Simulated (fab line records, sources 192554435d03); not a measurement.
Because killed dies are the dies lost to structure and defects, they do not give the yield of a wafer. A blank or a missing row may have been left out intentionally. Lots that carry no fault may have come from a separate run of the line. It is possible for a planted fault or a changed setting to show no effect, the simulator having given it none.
Which tool did it?	flow n5-finfet	route of 1938 steps, sampled at 1 step: 11 lots, 33 wafers

WHAT THE GAUGES SHOWED, per wafer
N5_BEOL_M15_CD_MEAS_28: target cd 407.6 nm. Usual: cd-nm at 409.5 nm, with a standard deviation of 1.8.
lot	measured	on	cd-nm (nm)	flag
L928	day 12 06:28	cd-sem-02	407.0 407.7 406.6	
L927	day 12 09:02	cd-sem-02	407.4 407.8 408.4	
L931	day 12 22:16	cd-sem-01	408.0 408.6 405.5	
L930	day 12 23:36	cd-sem-02	409.0 407.7 406.3	
L933	day 13 14:51	cd-sem-01	410.1 410.3 407.6	
L934	day 14 00:17	cd-sem-02	406.8 407.8 408.3	
L935	day 14 08:50	cd-sem-01	408.9 408.6 409.8	
L937	day 14 09:13	cd-sem-02	408.4 406.4 411.3	
L944	day 16 16:57	cd-sem-03	410.4 407.8 410.5	
L947	day 17 13:47	cd-sem-03	411.4 412.0 410.6	
L948	day 17 17:49	cd-sem-02	412.2 410.2 410.2	

EACH LOT AND THE TOOL THAT RAN IT (in order: tool; ch and the chambers of the sampled wafers; start)
The record holds no process step before these readings.

WHAT THE TOOLS THEMSELVES READ (means of the sampled wafers that have a number; where no wafer has one, the mark that the record gives instead)
The record holds no such reading with a usual standard deviation.

THE ANSWER, worked out from the rows above alone
Rule: a lot is off if the mean of its wafers that have a number lies more than 3 standard deviations from the usual mean. Also off: a lot with no number at a reading for which 4 or more lots have one. All remaining lots with rows at the step are treated as sound. The gauges are gone through in route order, then the tools' own readings, and for those a lot's mean is taken as printed above. The first step at which some lot is off is used, and at that step the reading that is off furthest; a lot without a number counts as furthest.
Across all readings shown, no lot is off: no conclusion can be drawn from this.

WHAT HAD BEEN PUT IN BY THE SIMULATOR
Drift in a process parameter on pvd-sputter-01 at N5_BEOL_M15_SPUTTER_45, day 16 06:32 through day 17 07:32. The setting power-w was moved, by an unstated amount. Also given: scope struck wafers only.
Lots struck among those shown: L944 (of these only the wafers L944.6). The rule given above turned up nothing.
